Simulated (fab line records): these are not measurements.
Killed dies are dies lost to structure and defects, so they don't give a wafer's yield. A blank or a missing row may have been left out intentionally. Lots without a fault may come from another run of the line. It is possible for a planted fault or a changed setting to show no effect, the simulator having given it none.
Split-lot trial	flow n5Finfet	21 wafers read from 7 lots, route of 1938 steps

SPLIT DETAILS
At N5_FIN_SAQP_ETCH_65 (etches SiO2 in CF4, target depth 4 nm, time 4.4 s), the setting timeS was moved away from the recipe's 4.4 s on 9 of the 21 wafers read, by -20.4% to +21.4%. For the rest of the wafers, this setting stayed at what the recipe calls for.

Reading taken at the split's own step.

THE READING
etch.depthNm (the simulator's own value, which no gauge read), in nm, at N5_FIN_SAQP_ETCH_65 (etches SiO2 in CF4, target depth 4 nm, time 4.4 s). The file gives no usual value for it. Average 4.003 nm, standard deviation 0.043 nm, over the 12 wafers here run with the recipe.

wafer	tool, chamber at the split	timeS as run, s	against the recipe	etch.depthNm, nm	against lot-mates on the recipe
L076.2	rieSi-04, 0	3.895	-11.5%	3.577	-0.446
L076.4	rieSi-04, 2	3.895	-11.5%	3.56	-0.463
L076.5	rieSi-04, 1	4.4	recipe	4.023	-
L082.1	rieSi-04, 0	4.015	-8.8%	3.677	no lot-mate on the recipe
L082.2	rieSi-04, 1	4.015	-8.8%	3.672	no lot-mate on the recipe
L082.3	rieSi-04, 3	4.015	-8.8%	3.729	no lot-mate on the recipe
L086.2	rieSi-04, 0	4.4	recipe	4.05	-
L086.5	rieSi-04, 2	4.4	recipe	3.947	-
L086.6	rieSi-04, 1	5.343	+21.4%	4.876	+0.878
L087.2	rieSi-04, 0	4.4	recipe	4.046	-
L087.3	rieSi-04, 2	4.4	recipe	3.936	-
L087.6	rieSi-04, 1	4.4	recipe	3.963	-
L088.4	rieSi-03, 2	4.4	recipe	4.011	-
L088.5	rieSi-03, 2	4.4	recipe	4.007	-
L088.6	rieSi-03, 3	4.4	recipe	4.049	-
L089.1	rieSi-04, 0	4.4	recipe	4.034	-
L089.5	rieSi-04, 0	4.4	recipe	4.029	-
L089.6	rieSi-04, 3	3.548	-19.4%	3.267	-0.764
L091.3	rieSi-01, 1	4.4	recipe	3.937	-
L091.4	rieSi-01, 0	3.502	-20.4%	3.184	-0.753
L091.5	rieSi-01, 3	3.502	-20.4%	3.169	-0.768

FIT RESULTS
A straight line over all 21 wafers: etch.depthNm changes by +0.0396 nm for each +1% of timeS; r = +0.99; the points scatter about the line by 0.04 nm.
The same after taking each lot's own level away (the mean of its wafers on the recipe; 18 wafers): +0.0391 nm for each +1%; r = +1.00; scatter 0.033 nm.
Per that fit: largest timeS move, reading shift of 0.84 nm.
The lots' own levels span 3.9370 to 4.0315 nm, that is 2.2 times the standard deviation above.
The two slopes are in agreement: the lot-to-lot level therefore moves the slope only a little.
Check: for one of the wafers moved furthest among these (+21.4%), held out of the fit, the line's prediction against its lot-mates is +0.817 nm. It came out at +0.878 nm against them.

FURTHER SPLITS ON THESE WAFERS
Other splits were also applied to these wafers ahead of the reading. Each is held against what the fit with the lots' levels taken away leaves over:
other split on the same wafers	wafers away from the commonest value	r with etch.depthNm (lot level and that fit taken away)
N5_WELL_APT_COAT_02 spinRpm	3	+0.04
N5_WELL_APT_EXPOSE_05 doseMj	4	-0.30
N5_PMOS_HMC_CHANNEL_EPI_PEB_07 pebTempC	7	+0.06
N5_PMOS_HMC_CHANNEL_EPI_DEVELOP_08 developTimeS	7	+0.13

THE FILE'S OWN FIT
etch.depthNm changes by +0.0393 nm for each +1% of timeS, r = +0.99.
